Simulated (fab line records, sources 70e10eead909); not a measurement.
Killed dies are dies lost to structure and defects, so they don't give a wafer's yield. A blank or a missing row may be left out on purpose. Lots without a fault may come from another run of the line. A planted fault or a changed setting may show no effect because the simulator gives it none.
fab line records | flow nand_harc
record lots=23 wafers=69 last_day=34
route steps=1302 shown A_CONTACT@1004
lots that met no fault: from a run of the same line without faults
start_h: hours from the record's first day to the start of the lot's first wafer shown | wait_h: hours since the lot's step before | " the same as in the row above | L1.1+2: a row that stands for several wafers | - no value, or no start given | * or withheld: withheld | < > ~ a bound
route shown NAME@n: a module of which the file shows steps, and the number in the route of the first | usual: mean/standard deviation of fault-free wafers | same: alike in all rows | chamber/n: place in a boat | sites: the reading at each site | _std_site: their standard deviation | _edge_site: outer sites' mean less inner sites' | radius_mm: how far each site lies from the wafer's centre | mask NAME#n: copy n | behind: the tool/chamber that last shaped the wafer | hold: why the lot was held/for how many hours/how that ended | device: the transistor (n, p or np) that didn't switch | end of line: the same wafers' tests at the end of the route | a step without rows: its recipe alone | killed: dies lost to structure and defects at the first sort, not the wafer's yield | map: a wafer's dies, x killed, . not, _ none there
set.NAME: the setting as run; set.NAME@STEP: as run at that earlier step | model.NAME: the simulator's own value behind a step, which no gauge read
steps of the route over a sample of lots; a table a step, a row a wafer
services: from which hour (start_h, from the record's first day; less than 0 if before it) a tool's chamber was out of use, for how many hours, and why
## steps
# step NHARC_A_CONTACT_ETCH_51
# recipe target_depth_a=70000 over_etch_frac=0.3 time_s=1820 ion_energy_ev=150 o2_flow_sccm=400 cos_flow_sccm=20 ar_flow_sccm=0 rf_w=500 bias_w=300 chemistry=O2/COS
# usual drypump_motor_current_A=5.52/0.29 oes_product_au=1.000/0.0096 rf_vpp_V=314.4/2.4 showerhead_plenum_p_Torr=3.13/0.16 throttle_valve_pct=28.330/0.0091
# columns lot.wafer tool chamber start_h wait_h drypump_motor_current_A oes_product_au rf_hours_counter_h rf_vpp_V showerhead_plenum_p_Torr throttle_valve_pct
L075.1 rie_diel-03 2 - - 5.17 1.002 6 316.6 3.27 28.333
L075.2 " 1 " " 5.30 0.998 6 311.0 2.90 28.323
L075.5 " 3 " " 5.72 0.980 - 314.0 3.22 28.318
L074.3 rie_diel-03 0 - - 5.69 0.987 7 316.2 3.26 28.324
L074.5 " 0 " " 5.71 0.990 - 314.7 3.26 28.321
L074.6 " 1 " " 5.33 0.995 - 309.8 2.90 28.336
L076.2 rie_diel-05 3 - - 5.18 1.002 25 315.2 3.19 28.335
L076.5 " 3 " " 5.16 1.006 - 315.0 3.20 28.313
L076.6 " 0 " " 5.57 0.998 - 317.3 3.33 28.331
L077.3 rie_diel-03 3 - - 5.68 0.980 10 315.7 3.21 28.322
L077.2 " 0 " " 5.67 0.994 10 315.7 3.26 28.329
L077.5 " 3 " " 5.67 0.992 - 315.6 3.21 28.349
L079.1 rie_diel-03 3 - - 5.69 0.996 15 317.1 3.21 28.334
L079.6 " 0 " " 5.68 0.995 - 316.1 3.25 28.352
L079.5 " 1 " " 5.29 0.990 - 311.7 2.90 28.344
L080.2 rie_diel-05 3 - - 5.17 1.006 37 315.8 3.19 28.343
L080.3 " 0 " " 5.57 1.004 39 317.1 3.32 28.343
L080.5 " 0 " " 5.57 1.009 - 318.6 3.33 28.345
L081.4 rie_diel-13 3 - - 5.69 1.017 10 311.9 3.04 28.331
L081.3 " 0 " " 5.32 1.000 12 312.1 2.92 28.329
L081.2 " 2 " " 5.63 1.012 8 313.1 3.06 28.319
L084.2 rie_diel-13 0 - - 5.28 1.005 28 310.7 2.91 28.336
L084.1 " 3 " " 5.73 1.022 28 313.5 3.04 28.329
L084.6 " 1 " " 5.55 1.007 - 311.2 2.99 28.337
L082.4 rie_diel-03 0 - - 5.66 0.994 22 315.8 3.25 28.328
L082.1 " 1 " " 5.29 1.000 20 310.2 2.89 28.329
L082.2 " 2 " " 5.17 1.016 19 315.4 3.27 28.344
L083.1 rie_diel-13 2 - - 5.64 1.004 25 312.6 3.05 28.345
L083.2 " 3 " " 5.71 1.008 29 313.5 3.03 28.337
L083.3 " 1 " " 5.55 1.010 25 312.3 2.99 28.325
L085.3 rie_diel-03 0 - - 5.66 0.994 25 316.1 3.25 28.323
L085.2 " 1 " " 5.29 0.998 22 310.8 2.89 28.331
L085.6 " 2 " " 5.15 1.020 - 316.5 3.26 28.340
L086.2 rie_diel-03 0 - - 5.65 0.995 27 316.0 3.25 28.326
L086.1 " 1 " " 5.34 1.010 24 310.0 2.89 28.321
L086.5 " 3 " " 5.71 0.988 - 314.5 3.21 28.320
L087.1 rie_diel-03 3 - - 5.65 0.989 30 314.7 3.20 28.324
L087.3 " 2 " " 5.20 1.000 26 315.4 3.26 28.342
L087.6 " 0 " " 5.70 0.996 - 315.1 3.25 28.333
L089.2 rie_diel-13 0 - - 5.29 1.004 47 310.8 2.90 28.327
L089.5 " 3 " " 5.71 1.011 - 312.7 3.03 28.330
L089.6 " 0 " " 5.32 1.003 - 311.6 2.90 28.331
L088.3 rie_diel-05 1 - - 5.28 1.003 18 311.7 2.94 28.332
L088.2 " 2 " " 6.48 0.987 15 317.4 3.37 28.332
L088.5 " 1 " " 5.31 0.996 - 311.2 2.94 28.327
L092.1 rie_diel-03 3 - - 5.69 0.997 4 316.0 3.20 28.339
L092.4 " 0 " " 5.67 0.991 4 315.4 3.24 28.330
L092.2 " 1 " " 5.32 1.011 4 319.7 3.37 28.325
L090.2 rie_diel-13 3 - - 5.72 1.008 55 312.4 3.02 28.335
L090.6 " 0 " " 5.32 1.006 - 312.0 2.90 28.344
L090.5 " 1 " " 5.56 0.994 - 310.8 2.98 28.319
L091.2 rie_diel-03 1 - - 5.28 0.999 5 317.6 3.37 28.326
L091.4 " 2 " " 5.17 0.991 5 314.9 3.26 28.323
L091.6 " 1 " " 5.31 1.003 - 318.0 3.37 28.314
L095.2 rie_diel-03 2 - - 5.16 0.998 8 315.8 3.26 28.330
L095.5 " 3 " " 5.69 0.997 - 315.0 3.20 28.326
L095.6 " 0 " " 5.64 0.997 - 316.5 3.24 28.328
L093.1 rie_diel-05 3 - - 5.15 1.009 28 316.4 3.17 28.315
L093.4 " 0 " " 5.57 0.998 34 316.6 3.30 28.334
L093.6 " 3 " " 5.15 1.012 - 315.4 3.17 28.335
L094.1 rie_diel-13 2 - - 5.64 1.002 63 312.2 3.03 28.327
L094.4 " 3 " " 5.69 1.009 66 312.6 3.02 28.337
L094.5 " 0 " " 5.35 0.991 - 310.0 2.89 28.330
L096.3 rie_diel-13 1 - - 5.54 1.009 4 311.0 2.97 28.321
L096.4 " 2 " " 5.63 0.993 4 312.6 3.03 28.321
L096.1 " 3 " " 5.70 1.000 7 312.1 3.01 28.331
L097.2 rie_diel-03 0 - - 5.68 0.997 14 316.2 3.24 28.329
L097.1 " 3 " " 5.66 0.995 14 314.3 3.20 28.345
L097.5 " 0 " " 5.67 0.986 - 315.9 3.24 28.316
# step NHARC_A_CONTACT_ETCH_121
# recipe source_w=withheld pressure_mtorr=20 bias_v=3000 time_s=190 target_depth_a=18500 ar_flow_sccm=withheld c4f8_flow_sccm=withheld o2_flow_sccm=withheld chemistry=C4F8/O2/Ar
# columns lot.wafer tool chamber start_h wait_h rf_hours_counter_h
L075.1 har_cap_etch-03 0 504.41 0.1 42
L075.2 " 1 " " 42
L075.5 " 1 " " -
L074.3 har_cap_etch-02 1 508.96 0.1 -
L074.6 " 1 " " -
L074.5 " 0 " " -
L076.2 har_cap_etch-03 1 510.05 0.1 44
L076.5 " 1 " " -
L076.6 " 0 " " -
L077.2 har_cap_etch-02 1 522.65 0.1 89
L077.3 " 1 " " -
L077.5 " 1 " " -
L079.1 har_cap_etch-03 1 557.78 0.1 52
L079.5 " 1 " " -
L079.6 " 0 " " -
L080.2 har_cap_etch-01 1 559.05 0.1 8
L080.3 " 1 " " -
L080.5 " 1 " " -
L081.2 har_cap_etch-02 1 559.66 0.1 94
L081.3 " 1 " " -
L081.4 " 0 " " -
L084.2 har_cap_etch-03 1 593.04 0.1 58
L084.1 " 0 " " 58
L084.6 " 1 " " -
L082.1 har_cap_etch-01 1 594.19 0.1 14
L082.2 " 0 " " 14
L082.4 " 0 " " -
L083.1 har_cap_etch-02 0 595.08 0.1 100
L083.2 " 1 " " 100
L083.3 " 0 " " -
L085.2 har_cap_etch-03 1 608.52 0.1 62
L085.3 " 1 " " -
L085.6 " 1 " " -
L086.2 har_cap_etch-02 1 615.27 0.1 104
L086.1 " 0 " " 104
L086.5 " 1 " " -
L087.1 har_cap_etch-02 0 628.96 0.1 106
L087.3 " 0 " " -
L087.6 " 0 " " -
L089.2 har_cap_etch-03 0 640.72 0.1 69
L089.6 " 0 " " -
L089.5 " 1 " " -
L088.2 har_cap_etch-01 1 645.12 0.1 23
L088.3 " 0 " " -
L088.5 " 0 " " -
L092.2 har_cap_etch-01 0 672.76 0.1 28
L092.1 " 1 " " 28
L092.4 " 0 " " -
L090.2 har_cap_etch-02 1 674.70 0.1 113
L090.5 " 0 " " -
L090.6 " 1 " " -
L091.2 har_cap_etch-03 0 682.60 0.1 74
L091.4 " 0 " " -
L091.6 " 0 " " -
L095.2 har_cap_etch-03 1 691.39 0.1 76
L095.5 " 0 " " -
L095.6 " 1 " " -
L093.1 har_cap_etch-03 1 697.94 0.1 79
L093.4 " 0 " " -
L093.6 " 1 " " -
L094.1 har_cap_etch-01 0 698.15 0.1 33
L094.4 " 0 " " -
L094.5 " 0 " " -
L096.1 har_cap_etch-01 1 720.56 0.1 38
L096.4 " 0 " " -
L096.3 " 1 " " -
L097.1 har_cap_etch-03 0 732.33 0.1 86
L097.2 " 1 " " 86
L097.5 " 1 " " -
# step NHARC_A_CONTACT_STRIP_55
# recipe o2_flow_sccm=500 ar_flow_sccm=0 bias_w=0 chemistry=O2
# usual drypump_motor_current_A=5.5/0.37 oes_product_au=1.000/0.0098 rf_vpp_V=57.9/0.88 showerhead_plenum_p_Torr=3.56/0.18 throttle_valve_pct=17.036/0.01
# columns lot.wafer tool chamber start_h wait_h drypump_motor_current_A oes_product_au rf_hours_counter_h rf_vpp_V showerhead_plenum_p_Torr throttle_valve_pct
L075.2 rie_diel-05 3 - - 5.2 1.009 24 57.8 3.61 17.010
L075.1 " 0 " " 5.6 1.000 24 58.5 3.76 17.040
L075.5 " 3 " " 5.1 1.012 - 56.7 3.61 17.026
L074.3 rie_diel-03 2 - - 5.2 1.024 8 58.6 3.69 17.034
L074.6 " 2 " " 5.1 1.019 - 59.2 3.70 17.013
L074.5 " 3 " " 5.7 0.985 - 57.8 3.63 17.030
L076.2 rie_diel-03 0 - - 5.6 1.000 8 58.1 3.68 17.036
L076.6 " 0 " " 5.7 1.001 - 58.0 3.68 17.039
L076.5 " 1 " " 5.3 1.006 - 57.7 3.28 17.038
L077.2 rie_diel-03 3 - - 5.7 0.993 12 58.5 3.63 17.041
L077.3 " 0 " " 5.7 1.002 12 59.0 3.68 17.030
L077.5 " 2 " " 5.2 1.007 - 57.2 3.69 17.049
L079.1 rie_diel-03 0 - - 5.6 1.003 16 57.0 3.67 17.027
L079.5 " 1 " " 5.3 0.996 - 57.3 3.28 17.035
L079.6 " 2 " " 5.2 1.004 - 59.6 3.69 17.034
L080.2 rie_diel-03 0 - - 5.7 0.993 16 57.5 3.68 17.039
L080.3 " 1 " " 5.3 1.001 15 57.4 3.28 17.034
L080.5 " 0 " " 5.7 0.996 - 57.7 3.68 17.044
L081.3 rie_diel-03 3 - - 5.7 0.993 16 57.6 3.63 17.037
L081.4 " 1 " " 5.3 0.999 15 57.3 3.28 17.017
L081.2 " 2 " " 5.2 1.010 15 58.1 3.69 17.043
L084.2 rie_diel-03 0 - - 5.7 0.998 23 58.6 3.67 17.033
L084.1 " 1 " " 5.3 0.998 20 57.5 3.27 17.041
L084.6 " 3 " " 5.7 0.998 - 59.1 3.62 17.045
L082.1 rie_diel-05 2 - - 6.5 0.977 1 60.2 3.81 17.029
L082.2 " 3 " " 5.2 1.021 1 58.4 3.60 17.058
L082.4 " 1 " " 5.3 1.007 1 56.4 3.33 17.036
L083.1 rie_diel-03 0 - - 5.6 0.990 23 58.7 3.67 17.028
L083.3 " 1 " " 5.3 0.984 20 55.7 3.28 17.030
L083.2 " 2 " " 5.2 1.005 20 59.1 3.69 17.027
L085.2 rie_diel-03 1 - - 5.3 1.007 23 57.1 3.27 17.021
L085.3 " 3 " " 5.7 0.991 26 58.5 3.62 17.038
L085.6 " 2 " " 5.2 1.013 - 58.1 3.69 17.045
L086.2 rie_diel-13 2 - - 5.6 1.005 34 58.0 3.44 17.036
L086.1 " 3 " " 5.7 0.999 38 56.3 3.43 17.049
L086.5 " 3 " " 5.7 1.006 - 58.5 3.43 17.032
L087.3 rie_diel-05 1 - - 5.3 1.005 11 58.0 3.33 17.020
L087.1 " 0 " " 5.6 0.996 10 57.2 3.74 17.030
L087.6 " 1 " " 5.3 1.000 - 57.1 3.33 17.039
L089.2 rie_diel-13 3 - - 5.7 1.015 49 57.3 3.42 17.032
L089.6 " 1 " " 5.5 1.003 - 57.3 3.38 17.050
L089.5 " 2 " " 5.6 1.008 - 57.4 3.44 17.044
L088.2 rie_diel-05 0 - - 5.6 1.006 17 57.7 3.74 17.024
L088.3 " 1 " " 5.3 1.007 19 57.4 3.32 17.029
L088.5 " 1 " " 5.3 0.999 - 56.8 3.32 17.031
L092.2 rie_diel-03 0 - - 5.7 0.993 5 57.7 3.66 17.037
L092.4 " 2 " " 5.2 0.993 4 57.0 3.68 17.045
L092.1 " 3 " " 5.7 0.996 4 56.6 3.62 17.034
L090.2 rie_diel-05 3 - - 5.2 1.002 21 58.6 3.59 17.015
L090.5 " 2 " " 6.5 0.977 - 58.8 3.79 17.038
L090.6 " 3 " " 5.2 1.008 - 56.8 3.59 17.050
L091.2 rie_diel-13 0 - - 5.3 0.999 60 57.2 3.27 17.034
L091.4 " 1 " " 5.5 0.995 57 58.4 3.37 17.034
L091.6 " 0 " " 5.3 0.999 - 56.8 3.27 17.038
L095.2 rie_diel-13 1 - - 5.5 0.992 61 56.3 3.37 17.044
L095.6 " 3 " " 5.7 1.002 - 57.3 3.41 17.043
L095.5 " 0 " " 5.3 0.994 - 56.8 3.27 17.043
L093.1 rie_diel-03 0 - - 5.7 0.996 10 58.9 3.66 17.032
L093.4 " 2 " " 5.2 0.991 9 58.7 3.68 17.038
L093.6 " 1 " " 5.3 1.006 - 58.5 3.80 17.031
L094.1 rie_diel-05 3 - - 5.2 0.997 31 57.6 3.58 17.052
L094.4 " 2 " " 6.5 0.980 33 60.1 3.79 17.028
L094.5 " 3 " " 5.2 1.008 - 57.6 3.58 17.045
L096.4 rie_diel-05 1 - - 5.3 0.998 47 57.7 3.31 17.035
L096.3 " 2 " " 6.5 0.988 42 59.1 3.78 17.045
L096.1 " 0 " " 5.6 1.000 43 59.8 3.73 17.044
L097.2 rie_diel-03 0 - - 5.7 1.000 15 57.3 3.66 17.044
L097.1 " 3 " " 5.7 1.004 15 58.1 3.61 17.034
L097.5 " 1 " " 5.3 1.014 - 58.9 3.80 17.026
# step NHARC_A_CONTACT_DEP_58
# recipe target_thk_a=900 target_thk_nm=90 temp_c=400 pressure_torr=3.5 flow_sccm=200 rf_w=350 material=SiON
# usual heater_power_w=795/91 showerhead_vpp_V=1105/44
# columns lot.wafer tool chamber start_h wait_h heater_power_w showerhead_vpp_V
L075.1 pecvd-04 2 512.46 2.8 733 1042
L075.2 " 0 " " 882 1163
L075.5 " 1 " " 876 1108
L074.3 pecvd-04 2 515.70 1.7 823 1056
L074.5 " 2 " " 848 1036
L074.6 " 0 " " 925 1177
L076.2 pecvd-04 0 517.28 2.2 859 1138
L076.6 " 0 " " 875 1168
L076.5 " 1 " " 897 1139
L077.2 pecvd-04 0 528.71 2.2 833 1172
L077.3 " 1 " " 869 1129
L077.5 " 1 " " 851 1122
L079.1 pecvd-04 2 563.52 2.7 848 1064
L079.5 " 2 " " 867 1049
L079.6 " 1 " " 894 1115
L080.2 pecvd-04 1 566.77 2.2 839 1122
L080.3 " 2 " " 836 1058
L080.5 " 1 " " 860 1122
L081.3 pecvd-01 1 569.96 1.6 926 1159
L081.2 " 0 " " 742 1104
L081.4 " 2 " " 713 1104
L084.2 pecvd-03 2 600.02 2.2 667 1072
L084.1 " 1 " " 848 1008
L084.6 " 0 " " 663 1158
L082.1 pecvd-04 2 600.12 2.8 883 1059
L082.2 " 0 " " 857 1164
L082.4 " 0 " " 892 1180
L083.3 pecvd-01 2 602.45 1.6 747 1061
L083.1 " 0 " " 712 1104
L083.2 " 1 " " 934 1140
L085.3 pecvd-01 1 617.17 1.7 861 1125
L085.2 " 2 " " 768 1110
L085.6 " 2 " " 792 1086
L086.2 pecvd-01 2 622.27 2.2 741 1091
L086.1 " 0 " " 645 1105
L086.5 " 1 " " 887 1149
L087.1 pecvd-01 0 635.22 2.7 762 1092
L087.3 " 2 " " 781 1082
L087.6 " 1 " " 881 1115
L089.2 pecvd-04 1 646.50 2.2 885 1127
L089.5 " 2 " " 799 1053
L089.6 " 1 " " 866 1134
L088.2 pecvd-03 1 652.74 2.2 726 994
L088.3 " 2 " " 699 1084
L088.5 " 1 " " 721 1010
L092.1 pecvd-04 1 681.26 2.7 746 1118
L092.2 " 0 " " 732 1186
L092.4 " 1 " " 801 1111
L090.2 pecvd-03 2 681.50 2.2 606 1076
L090.6 " 0 " " 676 1166
L090.5 " 1 " " 838 1021
L091.2 pecvd-01 2 689.36 2.2 744 1094
L091.6 " 2 " " 752 1077
L091.4 " 0 " " 761 1114
L095.2 pecvd-01 1 698.68 2.2 899 1097
L095.5 " 2 " " 717 1106
L095.6 " 0 " " 741 1101
L093.1 pecvd-01 1 706.29 2.8 853 1113
L093.4 " 2 " " 713 1092
L093.6 " 1 " " 869 1154
L094.1 pecvd-03 1 707.31 2.7 782 1000
L094.4 " 0 " " 615 1174
L094.5 " 1 " " 778 1025
L096.1 pecvd-04 0 726.37 2.7 845 1162
L096.3 " 2 " " 903 1032
L096.4 " 2 " " 878 1066
L097.1 pecvd-01 2 739.44 2.7 742 1108
L097.2 " 1 " " 1013 1129
L097.5 " 0 " " 763 1112
# step NHARC_A_CONTACT_DESCUM_74
# recipe time_s=3 o2_flow_sccm=200 ar_flow_sccm=0 bias_power_w=0 chemistry=O2
# usual drypump_motor_current_A=5.51/0.29 oes_product_au=1.000/0.01 rf_vpp_V=57.9/0.93 showerhead_plenum_p_Torr=1.94/0.099 throttle_valve_pct=11.312/0.0093
# columns lot.wafer tool chamber start_h wait_h drypump_motor_current_A oes_product_au rf_hours_counter_h rf_vpp_V showerhead_plenum_p_Torr throttle_valve_pct
L075.2 rie_diel-03 2 513.21 0.1 5.16 1.013 8 58.3 2.01 11.315
L075.1 " 1 " " 5.32 1.004 8 56.8 1.77 11.315
L075.5 " 2 " " 5.15 1.016 - 58.8 2.01 11.316
L074.3 rie_diel-13 2 516.60 0.1 5.64 1.008 43 57.6 1.87 11.300
L074.5 " 2 " " 5.67 1.015 - 56.5 1.87 11.322
L074.6 " 3 " " 5.69 0.997 - 59.1 1.87 11.320
L076.2 rie_diel-05 2 518.16 0.1 6.47 0.988 32 58.3 1.77 11.308
L076.5 " 2 " " 6.45 0.984 - 58.6 1.77 11.314
L076.6 " 3 " " 5.12 1.001 - 57.3 1.96 11.310
L077.2 rie_diel-13 2 529.46 0.1 5.67 1.011 0 57.1 1.87 11.302
L077.3 " 3 " " 5.70 1.025 0 58.9 1.87 11.293
L077.5 " 2 " " 5.64 1.005 - 58.5 1.87 11.291
L079.1 rie_diel-03 2 564.46 0.1 5.14 1.014 15 58.8 2.01 11.306
L079.6 " 3 " " 5.68 0.997 - 58.7 1.97 11.306
L079.5 " 0 " " 5.61 1.005 - 59.9 2.00 11.311
L080.3 rie_diel-03 1 567.65 0.1 5.29 0.998 16 57.5 1.77 11.307
L080.2 " 2 " " 5.16 1.007 16 57.3 2.01 11.305
L080.5 " 1 " " 5.30 1.008 - 57.2 1.77 11.312
L081.3 rie_diel-03 3 570.86 0.1 5.65 0.990 18 58.3 1.97 11.295
L081.2 " 0 " " 5.63 0.998 18 58.8 2.00 11.317
L081.4 " 2 " " 5.15 1.008 16 58.5 2.01 11.311
L084.2 rie_diel-03 1 600.93 0.1 5.28 1.008 20 57.5 1.77 11.314
L084.1 " 2 " " 5.16 1.024 20 58.2 2.01 11.312
L084.6 " 1 " " 5.30 0.991 - 56.7 1.77 11.322
L082.1 rie_diel-03 3 601.07 0.1 5.68 0.989 23 56.1 1.97 11.314
L082.2 " 0 " " 5.63 0.998 23 57.4 2.00 11.320
L082.4 " 2 " " 5.14 1.006 20 58.6 2.01 11.323
L083.1 rie_diel-13 3 603.36 0.1 5.70 1.000 32 57.5 1.86 11.311
L083.2 " 0 " " 5.35 0.997 32 55.8 1.77 11.328
L083.3 " 1 " " 5.54 1.002 28 56.3 1.83 11.332
L085.2 rie_diel-03 2 618.07 0.1 5.17 1.005 25 57.6 2.00 11.308
L085.3 " 3 " " 5.66 0.978 28 58.2 1.97 11.324
L085.6 " 3 " " 5.67 0.984 - 58.3 1.97 11.288
L086.2 rie_diel-05 2 623.15 0.1 6.47 0.996 9 57.1 2.07 11.312
L086.1 " 3 " " 5.17 1.017 8 57.1 1.95 11.339
L086.5 " 3 " " 5.15 1.016 - 57.3 1.95 11.304
L087.3 rie_diel-13 2 636.14 0.1 5.62 1.012 42 58.2 1.86 11.316
L087.1 " 3 " " 5.69 1.006 45 57.3 1.85 11.318
L087.6 " 2 " " 5.59 0.998 - 58.0 1.86 11.320
L089.2 rie_diel-03 3 647.24 0.1 5.67 0.989 0 58.4 1.97 11.301
L089.6 " 1 " " 5.28 1.007 - 59.7 2.08 11.311
L089.5 " 2 " " 5.14 0.982 - 56.6 2.00 11.309
L088.2 rie_diel-03 2 653.53 0.1 5.15 0.983 1 58.1 2.00 11.325
L088.3 " 0 " " 5.61 1.000 1 56.0 1.99 11.315
L088.5 " 1 " " 5.32 1.010 - 59.1 2.08 11.317
L092.4 rie_diel-03 0 682.19 0.1 5.66 1.001 6 57.6 1.99 11.320
L092.2 " 1 " " 5.29 1.000 6 58.0 2.07 11.305
L092.1 " 3 " " 5.65 1.004 5 58.1 1.96 11.302
L090.2 rie_diel-03 3 682.61 0.3 5.67 1.011 6 59.2 1.96 11.316
L090.6 " 0 " " 5.63 1.004 - 58.8 1.99 11.316
L090.5 " 1 " " 5.28 1.012 - 58.4 2.07 11.317
L091.2 rie_diel-03 1 690.28 0.1 5.29 1.008 8 58.4 2.07 11.320
L091.4 " 2 " " 5.15 1.004 8 58.7 2.00 11.320
L091.6 " 1 " " 5.30 1.020 - 58.2 2.07 11.319
L095.2 rie_diel-05 2 699.61 0.1 6.44 0.975 32 58.7 2.07 11.306
L095.5 " 3 " " 5.17 1.005 - 59.4 1.94 11.320
L095.6 " 0 " " 5.58 0.981 - 59.5 2.03 11.325
L093.1 rie_diel-03 0 707.02 0.1 5.65 0.989 11 57.8 1.99 11.312
L093.4 " 2 " " 5.14 0.998 10 57.2 2.00 11.312
L093.6 " 0 " " 5.68 0.994 - 56.6 1.99 11.308
L094.4 rie_diel-05 0 708.06 0.1 5.57 1.006 37 57.5 2.03 11.299
L094.1 " 3 " " 5.17 1.013 33 58.4 1.94 11.319
L094.5 " 1 " " 5.30 1.000 - 59.2 1.79 11.318
L096.1 rie_diel-13 2 727.28 0.1 5.63 1.016 7 57.0 1.85 11.312
L096.3 " 0 " " 5.31 0.989 9 59.0 2.07 11.304
L096.4 " 1 " " 5.52 0.995 7 55.9 1.82 11.320
L097.1 rie_diel-13 0 740.35 0.1 5.34 0.985 15 58.1 2.07 11.319
L097.2 " 3 " " 5.70 1.001 13 57.4 1.84 11.307
L097.5 " 1 " " 5.54 0.991 - 56.5 1.81 11.317
# step NHARC_A_CONTACT_ETCH_78
# recipe target_depth_a=53000 over_etch_frac=0.3 time_s=1378 ion_energy_ev=150 o2_flow_sccm=400 cos_flow_sccm=20 ar_flow_sccm=0 rf_w=500 bias_w=300 chemistry=O2/COS
# usual drypump_motor_current_A=5.5/0.32 oes_product_au=0.999/0.0088 rf_vpp_V=314.4/2.5 showerhead_plenum_p_Torr=3.15/0.16 throttle_valve_pct=28.331/0.0091
# columns lot.wafer tool chamber start_h wait_h drypump_motor_current_A oes_product_au rf_hours_counter_h rf_vpp_V showerhead_plenum_p_Torr throttle_valve_pct
L075.1 rie_diel-03 0 - - 5.7 1.012 9 315.2 3.26 28.333
L075.2 " 3 " " 5.7 0.988 9 315.2 3.21 28.322
L075.5 " 0 " " 5.6 0.995 - 315.5 3.26 28.357
L074.3 rie_diel-13 3 - - 5.7 1.004 50 314.0 3.05 28.353
L074.5 " 0 " " 5.3 0.994 - 311.2 2.92 28.354
L074.6 " 1 " " 5.5 0.995 - 312.8 3.01 28.342
L076.2 rie_diel-05 3 - - 5.2 1.000 28 314.9 3.19 28.324
L076.5 " 1 " " 5.3 0.999 - 312.0 2.96 28.316
L076.6 " 2 " " 6.5 0.984 - 310.0 2.90 28.342
L077.3 rie_diel-13 1 - - 5.5 1.001 5 311.7 3.00 28.329
L077.2 " 2 " " 5.7 1.000 3 312.4 3.06 28.336
L077.5 " 0 " " 5.3 1.000 - 312.3 2.92 28.327
L079.1 rie_diel-03 2 - - 5.2 0.996 15 315.4 3.27 28.345
L079.6 " 2 " " 5.2 1.006 - 314.7 3.27 28.326
L079.5 " 3 " " 5.7 0.983 - 316.0 3.21 28.328
L080.3 rie_diel-03 3 - - 5.7 1.001 17 316.1 3.21 28.322
L080.2 " 2 " " 5.2 1.022 16 316.3 3.27 28.327
L080.5 " 0 " " 5.7 1.002 - 315.6 3.25 28.312
L081.4 rie_diel-03 3 - - 5.7 0.993 18 316.4 3.21 28.324
L081.2 " 0 " " 5.7 1.003 19 316.2 3.25 28.351
L081.3 " 1 " " 5.3 1.020 17 310.3 2.90 28.332
L084.2 rie_diel-03 3 - - 5.7 0.992 23 315.9 3.21 28.329
L084.1 " 2 " " 5.1 1.014 21 317.2 3.26 28.329
L084.6 " 3 " " 5.7 0.997 - 315.2 3.21 28.341
L082.1 rie_diel-03 0 - - 5.7 1.007 24 316.8 3.25 28.334
L082.4 " 1 " " 5.3 0.992 21 310.4 2.89 28.337
L082.2 " 2 " " 5.2 1.011 21 316.0 3.26 28.330
L083.1 rie_diel-13 0 - - 5.3 0.994 33 312.3 2.91 28.334
L083.3 " 1 " " 5.6 0.991 29 311.2 2.99 28.338
L083.2 " 2 " " 5.7 0.996 29 313.7 3.05 28.327
L085.2 rie_diel-03 1 - - 5.3 1.004 25 310.0 2.89 28.338
L085.3 " 3 " " 5.7 0.987 29 314.8 3.20 28.322
L085.6 " 0 " " 5.7 0.999 - 316.9 3.25 28.339
L086.2 rie_diel-05 1 - - 5.3 1.007 10 311.0 2.94 28.324
L086.1 " 0 " " 5.6 1.000 9 315.6 3.32 28.328
L086.5 " 2 " " 6.5 0.998 - 319.4 3.37 28.325
L087.1 rie_diel-13 3 - - 5.7 1.007 46 313.5 3.03 28.327
L087.3 " 2 " " 5.6 1.013 42 312.5 3.04 28.326
L087.6 " 3 " " 5.7 1.002 - 311.7 3.03 28.337
L089.2 rie_diel-03 1 - - 5.3 1.010 0 318.6 3.37 28.327
L089.6 " 0 " " 5.6 0.995 - 315.7 3.25 28.318
L089.5 " 1 " " 5.3 1.011 - 318.6 3.37 28.328
L088.3 rie_diel-03 2 - - 5.1 1.000 1 316.5 3.26 28.325
L088.2 " 3 " " 5.7 1.000 1 316.0 3.20 28.332
L088.5 " 1 " " 5.3 1.012 - 315.6 3.37 28.352
L092.4 rie_diel-03 0 - - 5.6 0.991 7 316.0 3.24 28.330
L092.2 " 1 " " 5.3 1.003 7 316.1 3.37 28.319
L092.1 " 2 " " 5.2 0.999 6 315.3 3.26 28.341
L090.2 rie_diel-03 3 - - 5.6 1.009 7 315.5 3.20 28.322
L090.5 " 2 " " 5.2 0.986 - 316.9 3.26 28.341
L090.6 " 3 " " 5.7 1.005 - 314.3 3.20 28.322
L091.4 rie_diel-03 3 - - 5.7 0.993 9 313.8 3.20 28.330
L091.2 " 0 " " 5.7 0.984 10 315.4 3.24 28.343
L091.6 " 1 " " 5.3 0.998 - 318.1 3.37 28.326
L095.2 rie_diel-05 0 - - 5.6 0.998 36 316.9 3.30 28.330
L095.5 " 1 " " 5.3 0.982 - 311.1 2.93 28.343
L095.6 " 2 " " 6.5 0.985 - 317.0 3.36 28.318
L093.1 rie_diel-03 3 - - 5.7 0.996 11 316.9 3.20 28.343
L093.4 " 1 " " 5.3 1.007 11 317.0 3.37 28.330
L093.6 " 3 " " 5.7 1.001 - 314.5 3.20 28.338
L094.1 rie_diel-05 3 - - 5.2 1.014 33 313.7 3.17 28.317
L094.4 " 0 " " 5.6 1.006 38 316.2 3.30 28.345
L094.5 " 3 " " 5.2 1.009 - 314.2 3.17 28.325
L096.4 rie_diel-13 0 - - 5.3 1.003 9 318.5 3.37 28.320
L096.3 " 2 " " 5.6 1.012 8 313.3 3.03 28.337
L096.1 " 3 " " 5.7 1.008 10 313.5 3.01 28.327
L097.1 rie_diel-13 2 - - 5.6 1.003 12 313.4 3.02 28.328
L097.2 " 3 " " 5.7 0.998 14 311.7 3.01 28.344
L097.5 " 2 " " 5.6 1.012 - 313.4 3.02 28.321
## services
# columns tool chamber start_h hours kind
pecvd-03 - 485.79 0.9 repair
rie_diel-03 0 491.89 - clean
rie_diel-03 1 491.89 - clean
rie_diel-03 2 491.89 - clean
rie_diel-03 3 491.89 - clean
pecvd-01 - 492.00 13.0 pm
har_cap_etch-01 - 497.13 17.0 pm
rie_diel-13 0 499.96 6.0 repair
rie_diel-03 0 516.39 - clean
rie_diel-05 3 519.22 5.4 repair
rie_diel-13 - 520.19 9.0 pm
har_cap_etch-03 - 529.17 1.1 repair
pecvd-03 - 545.62 1.8 repair
pecvd-03 - 547.79 13.0 pm
rie_diel-05 - 583.68 9.0 pm
rie_diel-03 - 588.78 0.5 repair
pecvd-04 - 631.35 13.0 pm
rie_diel-13 0 666.80 4.1 repair
pecvd-01 - 673.22 13.0 pm
rie_diel-13 - 698.15 9.0 pm
pecvd-03 2 716.46 18.6 repair
rie_diel-03 2 716.99 10.6 repair
pecvd-03 - 728.79 13.0 pm
rie_diel-05 2 740.63 7.4 repair
## key
fault none
